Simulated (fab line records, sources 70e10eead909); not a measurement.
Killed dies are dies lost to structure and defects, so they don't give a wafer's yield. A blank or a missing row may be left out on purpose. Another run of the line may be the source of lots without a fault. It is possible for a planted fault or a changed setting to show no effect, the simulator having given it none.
The tool behind it: which one? | flow nand harc | 6 lots with 18 wafers sampled at 5 steps, on a route of 1302 steps

## WHAT EACH GAUGE READ, for each wafer
NHARC_END_SORT_01.
lot  | measured     | on        | killed at array
L779 | day 30 18:10 | prober-01 | 49 285 273

## TOOL THAT RAN EACH LOT (tool first, then ch and the chambers of the sampled wafers, then the start)
lot  | NHARC_A_SGD_CUT_DEP_00          | NHARC_A_BONDPAD_ETCH_24                       | NHARC_A_BONDPAD_CMP_19        | NHARC_HYBRID_BOND_ACTIVATE_00
L770 | pecvd-01 ch 0,1,2, day 19 22:01 | rie diel-04 ch 0,3, day 24 02:47 or earlier   | cmp-03 ch 0,1, day 24 02:47   | rie diel-10 ch 0,1,3, day 24 03:23
L771 | pecvd-01 ch 0,1, day 20 18:01   | rie diel-04 ch 2,3, day 24 21:04 or earlier   | cmp-03 ch 0,3, day 24 21:04   | rie diel-12 ch 1,3, day 24 21:40
L779 | pecvd-01 ch 0,2, day 24 22:09   | rie diel-07 ch 1,2,3, day 29 08:31 or earlier | cmp-01 ch 0,2,3, day 29 08:31 | rie diel-06 ch 1,3, day 29 09:08
L785 | pecvd-04 ch 1,2, day 25 14:07   | rie diel-07 ch 1,2, day 30 10:16 or earlier   | cmp-03 ch 0,1, day 30 10:16   | rie diel-12 ch 1,2, day 30 10:50
L789 | pecvd-02 ch 0,1,2, day 28 14:12 | rie diel-07 ch 1,3, day 32 18:04 or earlier   | cmp-04 ch 1,2,3, day 32 18:04 | rie diel-12 ch 0,1,2, day 32 18:38
L791 | pecvd-01 ch 0,1,2, day 30 10:20 | rie diel-07 ch 0,3, day 34 08:15 or earlier   | cmp-03 ch 0,3, day 34 08:15   | rie diel-10 ch 0,1,3, day 34 08:54
- NHARC_A_SGD_CUT_DEP_00: deposits SiNx, target thk 50 nm.
- NHARC_A_BONDPAD_ETCH_24: etches the open film in CF4/N2, target depth 30 nm, time 72.99 s.
- NHARC_A_BONDPAD_CMP_19: polishes, t overpolish 30 s, cu recess touch 16 s, target thk 169.82 nm.
- NHARC_HYBRID_BOND_ACTIVATE_00: chemistry N2, time 60 s.

## THE ANSWER, worked out from the rows above alone
Rule: usual is defined by the lots themselves. The widest of any qualifying gaps counts: lots, ordered by their means at a reading, are off when they make up no more than a third of the lots, leave a main group of 4 or more, and stand apart from it by 3 or more times the standard deviation of that group's means. Not used: any main group whose means are identical at the precision the tables above print for the reading. Also off: a lot with no number at a reading for which 4 or more lots have one. Any other lot the step has rows for is counted as sound.
No lot is off at any reading shown: from this, nothing can be told.

## WHAT WAS PUT IN BY THE SIMULATOR
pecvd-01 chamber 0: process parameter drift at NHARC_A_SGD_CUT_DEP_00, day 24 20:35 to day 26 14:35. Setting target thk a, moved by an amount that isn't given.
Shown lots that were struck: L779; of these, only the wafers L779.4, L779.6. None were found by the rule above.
